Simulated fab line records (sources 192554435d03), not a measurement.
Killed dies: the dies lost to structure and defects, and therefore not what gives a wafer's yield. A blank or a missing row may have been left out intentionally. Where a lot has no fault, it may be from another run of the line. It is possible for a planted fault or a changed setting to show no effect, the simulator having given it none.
Which tool did it? | flow n5Finfet | Sampling: 24 lots, 72 wafers, 5 of 1938 route steps

WHAT EACH GAUGE READ, for each wafer
N5_BEOL_M7_OVL_MEAS_29.
lot  | measured     | on         | V6_OVL (nm)
L074 | day 8 16:59  | overlay-02 | -0.8 -0.6 -0.7
L076 | day 8 22:35  | overlay-02 | 0.9 -0.5 -1.0
L075 | day 9 02:07  | overlay-02 | 0.7 0.9 0.5
L077 | day 10 01:29 | overlay-01 | 1.3 -1.3 -0.3
L079 | day 10 06:42 | overlay-01 | 0.7 0.9 0.8
L078 | day 10 08:35 | overlay-02 | 0.1 0.1 -0.6
L081 | day 10 10:35 | overlay-02 | -1.1 -0.1 1.0
L080 | day 10 12:43 | overlay-02 | 1.0 -0.2 0.8
L082 | day 10 15:08 | overlay-02 | 0.5 -0.7 1.2
L083 | day 11 02:20 | overlay-01 | 1.1 -0.9 0.5
L084 | day 11 03:13 | overlay-01 | 0.9 1.3 0.5
L085 | day 11 16:52 | overlay-01 | 1.1 1.3 1.4
L086 | day 12 01:49 | overlay-02 | -0.4 -0.2 -0.2
L088 | day 12 05:28 | overlay-02 | 1.4 -0.1 -0.3
L087 | day 12 08:10 | overlay-01 | -0.2 -0.1 0.2
L089 | day 12 21:46 | overlay-02 | -0.8 -0.8 -0.7
L091 | day 13 05:02 | overlay-02 | 0.7 0.2 -0.2
L092 | day 13 05:12 | overlay-01 | -1.2 0.8 1.7
L090 | day 13 05:22 | overlay-01 | 1.1 -0.3 0.0
L093 | day 13 12:44 | overlay-01 | -0.8 0.0 -1.4
L094 | day 13 19:39 | overlay-02 | 0.1 0.8 0.6
L095 | day 14 00:46 | overlay-02 | 1.7 0.6 0.4
L097 | day 14 21:35 | overlay-02 | 1.6 1.2 1.7
L096 | day 14 21:48 | overlay-02 | -0.3 -0.3 0.1

N5_BEOL_M7_INSPECT_58: inspects for defects (darkfield).
lot  | measured     | on               | rawDefectCount
L074 | day 8 19:41  | defectInspect-01 | 20 79 66
L076 | day 9 01:53  | defectInspect-01 | 101 120 131
L075 | day 9 05:13  | defectInspect-01 | 64 66 126
L077 | day 10 05:41 | defectInspect-01 | 155 94 98
L079 | day 10 10:22 | defectInspect-02 | 62 42 45
L078 | day 10 15:46 | defectInspect-02 | 53 66 42
L081 | day 10 14:10 | defectInspect-02 | 58 32 66
L080 | day 10 16:46 | defectInspect-02 | 55 68 51
L082 | day 10 18:01 | defectInspect-02 | 80 68 63
L083 | day 11 07:06 | defectInspect-02 | 65 63 57
L084 | day 11 07:57 | defectInspect-02 | 69 65 50
L085 | day 11 21:29 | defectInspect-01 | 75 59 47
L086 | day 12 06:13 | defectInspect-01 | 51 48 48
L088 | day 12 10:10 | defectInspect-01 | 80 64 40
L087 | day 12 11:18 | defectInspect-01 | 88 81 127
L089 | day 13 02:28 | defectInspect-02 | 72 56 80
L091 | day 13 08:11 | defectInspect-02 | 68 51 69
L092 | day 13 08:23 | defectInspect-01 | 72 67 57
L090 | day 13 09:03 | defectInspect-01 | 80 45 56
L093 | day 13 15:46 | defectInspect-02 | 70 67 76
L094 | day 13 23:14 | defectInspect-01 | 75 63 58
L095 | day 14 04:11 | defectInspect-02 | 67 96 86
L097 | day 15 01:05 | defectInspect-01 | 104 117 100
L096 | day 15 01:37 | defectInspect-01 | 57 44 35

EACH LOT AND THE TOOL THAT RAN IT (in order: tool; ch and the chambers of the sampled wafers; start)
lot  | N5_BEOL_M7_VIA_ETCH_34            | N5_BEOL_M7_SURFACE_TREAT_79 | N5_BEOL_M7_SPUTTER_48
L074 | rieDiel-01 ch 1,3, day 8 17:16    | pvdSputter-03, day 8 18:31  | pvdSputter-02, day 8 18:43
L076 | rieDiel-02 ch 1,2,3, day 8 22:52  | pvdSputter-02, day 9 00:30  | pvdSputter-01, day 9 00:50
L075 | rieDiel-02 ch 1,2, day 9 02:23    | pvdSputter-01, day 9 03:47  | pvdSputter-03, day 9 04:01
L077 | rieDiel-04 ch 0,1, day 10 01:44   | pvdSputter-03, day 10 04:29 | pvdSputter-01, day 10 04:41
L079 | rieDiel-01 ch 0,3, day 10 07:02   | pvdSputter-01, day 10 08:27 | pvdSputter-02, day 10 08:51
L078 | rieDiel-04 ch 2,3, day 10 09:06   | pvdSputter-03, day 10 11:20 | pvdSputter-03, day 10 11:41
L081 | rieDiel-04 ch 1,2,3, day 10 10:51 | pvdSputter-02, day 10 12:14 | pvdSputter-01, day 10 12:55
L080 | rieDiel-04 ch 1,2,3, day 10 13:10 | pvdSputter-02, day 10 15:37 | pvdSputter-02, day 10 15:49
L082 | rieDiel-01 ch 0,1,2, day 10 15:24 | pvdSputter-01, day 10 16:43 | pvdSputter-02, day 10 16:54
L083 | rieDiel-01 ch 0,1,3, day 11 02:50 | pvdSputter-02, day 11 05:41 | pvdSputter-01, day 11 06:07
L084 | rieDiel-04 ch 0,1,2, day 11 03:29 | pvdSputter-01, day 11 06:44 | pvdSputter-03, day 11 06:58
L085 | rieDiel-01 ch 0,2,3, day 11 17:27 | pvdSputter-03, day 11 19:32 | pvdSputter-01, day 11 19:59
L086 | rieDiel-01 ch 0,2,3, day 12 02:08 | pvdSputter-01, day 12 03:57 | pvdSputter-02, day 12 05:15
L088 | rieDiel-04 ch 0,2,3, day 12 06:22 | pvdSputter-03, day 12 09:01 | pvdSputter-03, day 12 09:13
L087 | rieDiel-01 ch 1,2, day 12 08:26   | pvdSputter-03, day 12 10:04 | pvdSputter-03, day 12 10:20
L089 | rieDiel-02 ch 1,2, day 12 22:02   | pvdSputter-03, day 12 23:58 | pvdSputter-01, day 13 01:16
L091 | rieDiel-04 ch 0,1,3, day 13 05:19 | pvdSputter-03, day 13 06:58 | pvdSputter-02, day 13 07:08
L092 | rieDiel-02 ch 0,1,2, day 13 05:30 | pvdSputter-03, day 13 07:07 | pvdSputter-02, day 13 07:22
L090 | rieDiel-04 ch 0,2,3, day 13 05:53 | pvdSputter-02, day 13 07:46 | pvdSputter-02, day 13 07:58
L093 | rieDiel-01 ch 1,2, day 13 13:02   | pvdSputter-03, day 13 14:17 | pvdSputter-03, day 13 14:31
L094 | rieDiel-04 ch 0,2, day 13 19:55   | pvdSputter-03, day 13 22:05 | pvdSputter-03, day 13 22:16
L095 | rieDiel-02 ch 0,1,3, day 14 01:14 | pvdSputter-03, day 14 02:59 | pvdSputter-03, day 14 03:13
L097 | rieDiel-04 ch 2,3, day 14 21:52   | pvdSputter-03, day 14 23:04 | pvdSputter-02, day 15 00:01
L096 | rieDiel-02 ch 0,3, day 14 22:14   | pvdSputter-02, day 15 00:08 | pvdSputter-02, day 15 00:37
- N5_BEOL_M7_VIA_ETCH_34: etches SiCOH lowk in C4F6/O2, target depth 125.5 nm, time 50.5 s.
- N5_BEOL_M7_SURFACE_TREAT_79
- N5_BEOL_M7_SPUTTER_48: material Cu, target thk 10 nm, time 1.667 s.

AS READ BY THE TOOLS THEMSELVES (means over the sampled wafers that have a number; for cases with no such wafer, the mark the record gives instead)
N5_BEOL_M7_VIA_ETCH_34.
lot  | tool       | O2_flow_sccm (sccm) | drypumpMotorCurrentA (A) | oes_ar_750_au (a.u.) | oes_f_703_au (a.u.) | oesProductAu (a.u.) | rfVppV (V) | showerheadPlenumPTorr (Torr) | throttleValvePct (%)
L074 | rieDiel-01 | 10.026              | 5.9                      | 0.90                 | 0.91                | 0.91                | 665        | 2.85                         | 20.52
L076 | rieDiel-02 | 9.994               | 5.2                      | 0.77                 | 0.76                | 0.77                | 665        | 2.86                         | 20.95
L075 | rieDiel-02 | 10.000              | 5.4                      | 0.73                 | 0.72                | 0.73                | 665        | 2.92                         | 21.01
L077 | rieDiel-04 | 9.972               | 5.3                      | 0.93                 | 0.93                | 0.93                | 665        | 2.83                         | 20.60
L079 | rieDiel-01 | 10.028              | 5.6                      | 0.74                 | 0.76                | 0.74                | 652        | 2.95                         | 20.84
L078 | rieDiel-04 | 9.981               | 5.5                      | 0.75                 | 0.76                | 0.75                | 662        | 2.79                         | 21.03
L081 | rieDiel-04 | 9.978               | 5.2                      | 0.84                 | 0.85                | 0.85                | 663        | 2.87                         | 20.81
L080 | rieDiel-04 | 10.000              | 5.3                      | 0.84                 | 0.85                | 0.84                | 663        | 2.87                         | 20.82
L082 | rieDiel-01 | 9.993               | 5.6                      | 0.83                 | 0.85                | 0.83                | 665        | 2.87                         | 20.78
L083 | rieDiel-01 | 9.981               | 5.7                      | 0.82                 | 0.84                | 0.82                | 662        | 2.90                         | 20.70
L084 | rieDiel-04 | 10.000              | 5.1                      | 0.90                 | 0.90                | 0.90                | 664        | 2.90                         | 20.66
L085 | rieDiel-01 | 9.978               | 5.5                      | 0.74                 | 0.75                | 0.74                | 655        | 2.91                         | 20.94
L086 | rieDiel-01 | 9.985               | 5.5                      | 0.74                 | 0.75                | 0.72                | 655        | 2.91                         | 20.95
L088 | rieDiel-04 | 10.010              | 5.3                      | 0.81                 | 0.82                | 0.80                | 664        | 2.82                         | 20.90
L087 | rieDiel-01 | 10.009              | 5.6                      | 0.78                 | 0.79                | 0.78                | 660        | 2.82                         | 20.88
L089 | rieDiel-02 | 9.989               | 5.3                      | 0.69                 | 0.68                | 0.69                | 673        | 2.86                         | 20.97
L091 | rieDiel-04 | 10.008              | 5.5                      | 0.82                 | 0.82                | 0.82                | 665        | 2.78                         | 20.79
L092 | rieDiel-02 | 9.967               | 5.7                      | 0.77                 | 0.77                | 0.76                | 658        | 2.89                         | 20.78
L090 | rieDiel-04 | 9.993               | 5.4                      | 0.80                 | 0.81                | 0.80                | 663        | 2.82                         | 20.91
L093 | rieDiel-01 | 9.954               | 5.8                      | 0.84                 | 0.86                | 0.85                | 666        | 2.80                         | 20.66
L094 | rieDiel-04 | 10.026              | 5.2                      | 0.86                 | 0.86                | 0.86                | 666        | 2.85                         | 20.76
L095 | rieDiel-02 | 9.978               | 5.7                      | 0.81                 | 0.81                | 0.80                | 651        | 2.87                         | 20.83
L097 | rieDiel-04 | 10.002              | 5.5                      | 0.90                 | 0.90                | 0.92                | 670        | 3.01                         | 20.86
L096 | rieDiel-02 | 10.024              | 6.0                      | 0.86                 | 0.86                | 0.85                | 644        | 2.85                         | 20.59

N5_BEOL_M7_SPUTTER_48.
lot  | tool          | chuckGasFlowSccm (sccm) | chuckSensorTempC (C) | throttleValvePct (%)
L074 | pvdSputter-02 | 1.24                    | -16.1                | 29.8
L076 | pvdSputter-01 | 1.26                    | -15.9                | 30.8
L075 | pvdSputter-03 | 1.30                    | -16.0                | 30.1
L077 | pvdSputter-01 | 1.26                    | -16.3                | 30.0
L079 | pvdSputter-02 | 1.25                    | -15.7                | 30.3
L078 | pvdSputter-03 | 1.32                    | -16.2                | 29.7
L081 | pvdSputter-01 | 1.25                    | -16.2                | 30.6
L080 | pvdSputter-02 | 1.28                    | -15.8                | 30.3
L082 | pvdSputter-02 | 1.27                    | -15.5                | 29.9
L083 | pvdSputter-01 | 1.20                    | -15.7                | 30.6
L084 | pvdSputter-03 | 1.33                    | -15.9                | 30.2
L085 | pvdSputter-01 | 1.27                    | -15.7                | 31.1
L086 | pvdSputter-02 | 1.29                    | -16.1                | 30.7
L088 | pvdSputter-03 | 1.31                    | -15.8                | 30.3
L087 | pvdSputter-03 | 1.27                    | -16.0                | 29.0
L089 | pvdSputter-01 | 1.28                    | -15.9                | 30.2
L091 | pvdSputter-02 | 1.27                    | -15.8                | 30.2
L092 | pvdSputter-02 | 1.27                    | -15.8                | 30.2
L090 | pvdSputter-02 | 1.23                    | -16.2                | 29.8
L093 | pvdSputter-03 | 1.25                    | -16.3                | 29.8
L094 | pvdSputter-03 | 1.28                    | -16.1                | 29.6
L095 | pvdSputter-03 | 1.33                    | -16.3                | 29.7
L097 | pvdSputter-02 | 1.23                    | -15.6                | 30.7
L096 | pvdSputter-02 | 1.31                    | -15.8                | 29.3

THE ANSWER, worked out from the rows above alone
Rule: what is usual is taken from the lots themselves. The widest of any qualifying gaps counts: lots, ordered by their means at a reading, are off when they make up no more than a third of the lots, leave a main group of 4 or more, and stand apart from it by 3 or more times the standard deviation of that group's means. Not used: any main group whose means are identical at the precision the tables above print for the reading. Also off: a lot with no number at a reading for which 4 or more lots have one. The other lots that the step has rows for count as sound. First the gauges in route order, then the tools' own readings, where a lot's mean is used as printed above. The first step at which some lot is off is used, and at that step the reading that is off furthest; a lot without a number counts as furthest.
None of the lots is off at any reading shown; this tells nothing.

WHAT WAS PUT IN BY THE SIMULATOR
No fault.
